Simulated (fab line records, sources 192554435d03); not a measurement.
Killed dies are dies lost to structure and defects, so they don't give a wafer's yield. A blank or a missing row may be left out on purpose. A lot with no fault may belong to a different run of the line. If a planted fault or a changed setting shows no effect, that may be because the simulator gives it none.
fab line records -- flow n5_finfet
record: lots: 7, wafers: 39
route steps=1938 shown FIN_SAQP@115 DUMMY_GATE@243 SD_EPI_P@314 HKMG_FIN@435 BEOL_M4@1111
start_h: hours from the record's opening day to when the first of the lot's shown wafers began -- wait_h: how many hours have passed since the lot's step before this one -- " repeats the value in the row above -- L1.1+2: a row that stands for several wafers -- - value missing, or start not given -- * or withheld: withheld -- < > ~ a bound
route shown NAME@n: NAME is a module with steps in the file, n the number in the route of the first one -- usual: the fault-free wafers' mean and standard deviation -- same: alike in all rows -- chamber/n: place in a boat -- sites: the reading at each site -- _std_site: their standard deviation -- _edge_site: inner sites' mean taken away from outer sites' mean -- radius_mm: for every site, how far away it sits from the centre of the wafer -- mask NAME#n: copy n -- behind: tool/chamber where the wafer was last shaped -- hold: reason for holding the lot/hours on hold/outcome of the hold -- device: whichever transistor did not switch (one of n, p or np) -- end of line: tests of these same wafers at the route's end -- a step without rows: its recipe alone -- killed: dies lost to structure and defects at the first sort, not the wafer's yield -- map: a wafer's dies, x killed, . not, _ none there
set.NAME: the setting that was run; set.NAME@STEP: the one run at that earlier step -- model.NAME: the simulator's own value behind a step, which no gauge read
lots with deliberately changed settings; one table per step, one row per wafer
== steps ==
step: N5_FIN_SAQP_ETCH_51
recipe: chemistry: CF4, target: SiARC, target_depth_a: 455, mask_material: CAR-ArF, time_s: 75.8, ion_energy_ev: 80, pressure_mtorr: 40, source_w: 545, bias_w: 36, Ar_flow_sccm: 100, cf4_flow_sccm: 100, ends: cleared
step: N5_DUMMY_GATE_ETCH_31
recipe: chemistry: C4F6/O2, target: SiO2, mask_material: SOC, target_depth_a: 825, time_s: 27.5, ion_energy_ev: 250, pressure_mtorr: 30, source_w: 345, bias_w: 185, Ar_flow_sccm: 300, C4F6_flow_sccm: 10, O2_flow_sccm: 10
step: N5_DUMMY_GATE_ETCH_32
recipe: chemistry: CF4, target: SiO2, target_depth_a: 35, time_s: 3.9, ion_energy_ev: 350, pressure_mtorr: 10, icp_w: 800, bias_w: 400, cf4_flow_sccm: 80
step: N5_SD_EPI_P_SD_RECESS_17
recipe: chemistry: HBr/Cl2/O2, target_depth_a: 391, bt_time_s: 3, pressure_mtorr: 10, icp_w: 800, bias_w: 112, HBr_flow_sccm: 150, Cl2_flow_sccm: 80, O2_flow_sccm: 12
step: N5_HKMG_FIN_ETCH_32
recipe: chemistry: N2/H2, target: SOC, target_depth_a: 2400, temp_c: 40, time_s: 300, ion_energy_ev: 200, mask_material: SiARC, pressure_mtorr: 30, source_w: 840, bias_w: 150, n2_flow_sccm: 200, h2_flow_sccm: 200
step: N5_HKMG_FIN_ETCH_35
recipe: chemistry: N2/H2, target: SOC, target_depth_a: 2158, ion_energy_ev: 65, bias_w: 5, source_w: 3000, time_s: 243.4, pressure_mtorr: 30, n2_flow_sccm: 200, h2_flow_sccm: 200
step: N5_HKMG_FIN_ALD_91
recipe: material: TiN, target_thk_a: 10, temp_c: 400, ald_precursor_family: TiCl4, ald_co_reactant: NH3, pulse_time_s: 1, purge_time_s: 3, co_reactant_purge_time_s: 2, co_reactant_pulse_time_s: 2, ald_cycles: 47, pressure_torr: 3
step: N5_BEOL_M4_RC_MEAS_101
usual: CJ_P: 5.79/0.15, IOFF_N_LONG: 5.52e-05/2e-06, VT_N_LONG: 274.9/1.7
lot.wafer,tool,chamber,start_h,wait_h,set.cf4_flow_sccm@FIN_SAQP_ETCH_51,set.target_depth_a@DUMMY_GATE_ETCH_31,set.time_s@DUMMY_GATE_ETCH_32,set.target_depth_a@SD_EPI_P_SD_RECESS_17,set.h2_flow_sccm@HKMG_FIN_ETCH_32,set.source_w@HKMG_FIN_ETCH_35,set.temp_c@HKMG_FIN_ALD_91,CJ_P,IOFF_N_LONG[nA/um],VT_N_LONG[mV]
L080.1,prober-02,0,230.87,0.0,100,825,3.9,391,200,3000,400,5.95,5.29e-05,278.2
L080.2,prober-02,0,230.87,0.0,106.7,825,3.9,422.2,200,3000,400,6.02,5.4e-05,273.0
L080.3,prober-02,0,230.87,0.0,100,825,3.541,422.2,200,3000,408.4,6.17,5.03e-05,276.7
L080.4,prober-02,0,230.87,0.0,100,825,3.541,391,200,3000,400,5.81,5.4e-05,276.0
L080.5,prober-02,0,230.87,0.0,106.7,825,3.9,422.2,200,3000,408.4,6.20,4.89e-05,279.3
L080.6,prober-02,0,230.87,0.0,106.7,825,3.541,391,200,3000,408.4,5.61,4.93e-05,277.7
L082.1,prober-01,0,238.39,0.0,100,896.8,3.059,365.3,191.9,2528,400,5.09,5.89e-05,275.2
L082.2,prober-01,0,238.39,0.0,100,825,3.9,365.3,191.9,3000,400,5.40,5.78e-05,274.6
L082.3,prober-01,0,238.39,0.0,100,896.8,3.059,391,191.9,3000,400,5.86,5.81e-05,276.3
L082.4,prober-01,0,238.39,0.0,100,825,3.9,391,200,3000,400,5.69,5.81e-05,273.9
L082.5,prober-01,0,238.39,0.0,100,896.8,3.9,365.3,200,2528,400,5.45,5.76e-05,274.5
L082.6,prober-01,0,238.39,0.0,100,825,3.059,391,200,2528,400,5.73,5.84e-05,277.7
L084.1,prober-02,0,247.96,0.3,100,825,3.9,391,200,3000,400,5.70,5.72e-05,272.3
L084.2,prober-02,0,247.96,0.3,100,825,3.9,391,200,3000,400,5.76,5.7e-05,272.1
L084.5,prober-02,0,247.96,0.3,100,825,3.9,391,200,3000,400,5.87,5.7e-05,273.3
L093.1,prober-01,0,305.26,0.0,100,825,3.062,391,195,3000,400,5.51,5.37e-05,276.1
L093.2,prober-01,0,305.26,0.0,87.8,724.3,3.062,391,200,3000,395.3,5.81,5.72e-05,273.6
L093.3,prober-01,0,305.26,0.0,87.8,825,3.062,391,195,2516,395.3,5.68,5.69e-05,272.1
L093.4,prober-01,0,305.26,0.0,87.8,825,3.9,391,200,2516,400,5.75,5.36e-05,272.7
L093.5,prober-01,0,305.26,0.0,100,724.3,3.9,391,200,2516,400,5.85,5.42e-05,275.8
L093.6,prober-01,0,305.26,0.0,100,724.3,3.9,391,195,3000,395.3,5.63,5.74e-05,273.7
L094.1,prober-02,0,305.47,0.0,83.19,732.4,3.9,428.2,200,3000,400,6.32,5.29e-05,276.1
L094.2,prober-02,0,305.47,0.0,83.19,825,4.569,391,214.2,3000,400,5.82,5.21e-05,275.6
L094.3,prober-02,0,305.47,0.0,100,825,4.569,428.2,200,2641,400,6.22,5.26e-05,276.0
L094.4,prober-02,0,305.47,0.0,100,732.4,4.569,428.2,214.2,2641,400,6.22,5.24e-05,275.0
L094.5,prober-02,0,305.47,0.0,100,825,3.9,391,200,3000,400,5.64,5.21e-05,275.6
L094.6,prober-02,0,305.47,0.0,83.19,732.4,3.9,391,214.2,2641,400,5.82,5.26e-05,275.5
L095.1,prober-02,0,313.43,0.0,100,825,3.9,391,200,2444,411.2,5.80,4.7e-05,282.1
L095.2,prober-02,0,313.43,0.0,100,825,3.9,391,200,3000,411.2,5.93,4.73e-05,281.0
L095.3,prober-02,0,313.43,0.0,100,825,4.605,391,200,2444,400,5.80,5.28e-05,275.3
L095.4,prober-02,0,313.43,0.0,100,825,4.605,391,185.9,3000,411.2,5.62,4.71e-05,280.5
L095.5,prober-02,0,313.43,0.0,100,825,4.605,391,185.9,2444,400,5.64,5.17e-05,276.6
L095.6,prober-02,0,313.43,0.0,100,825,3.9,391,185.9,3000,400,5.81,5.29e-05,275.5
L096.1,prober-01,0,331.94,0.0,91.69,825,4.306,391,205.6,3442,400,6.00,5.47e-05,271.4
L096.2,prober-01,0,331.94,0.0,100,795.6,4.306,418,205.6,3000,387.6,6.17,6.22e-05,268.2
L096.3,prober-01,0,331.94,0.0,100,825,3.9,418,200,3000,400,6.22,5.39e-05,276.6
L096.4,prober-01,0,331.94,0.0,91.69,825,3.9,391,205.6,3442,387.6,5.88,6.2e-05,266.0
L096.5,prober-01,0,331.94,0.0,100,795.6,4.306,391,200,3000,387.6,5.81,6.17e-05,271.3
L096.6,prober-01,0,331.94,0.0,91.69,795.6,3.9,418,200,3442,400,6.27,5.41e-05,274.6
== key ==
split: step: N5_FIN_SAQP_ETCH_51, setting: cf4_flow_sccm, stated_as: 100
response none clear
split: step: N5_DUMMY_GATE_ETCH_31, setting: target_depth_a, stated_as: 825
response none clear
split: step: N5_DUMMY_GATE_ETCH_32, setting: time_s, stated_as: 3.9
response none clear
split: step: N5_SD_EPI_P_SD_RECESS_17, setting: target_depth_a, stated_as: 391
response: step: N5_BEOL_M4_RC_MEAS_101, reading: CJ_P, slope: +0.0549, per: 1%, together_with: all, explained: 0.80
split: step: N5_HKMG_FIN_ETCH_32, setting: h2_flow_sccm, stated_as: 200
response none clear
split: step: N5_HKMG_FIN_ETCH_35, setting: source_w, stated_as: 3000
response none clear
split: step: N5_HKMG_FIN_ALD_91, setting: temp_c, stated_as: 400
response: step: N5_BEOL_M4_RC_MEAS_101, reading: IOFF_N_LONG, slope: -2.25e-06, per: 1%, together_with: all, explained: 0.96
response: step: N5_BEOL_M4_RC_MEAS_101, reading: VT_N_LONG, slope: +1.8, per: 1%, together_with: all, explained: 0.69
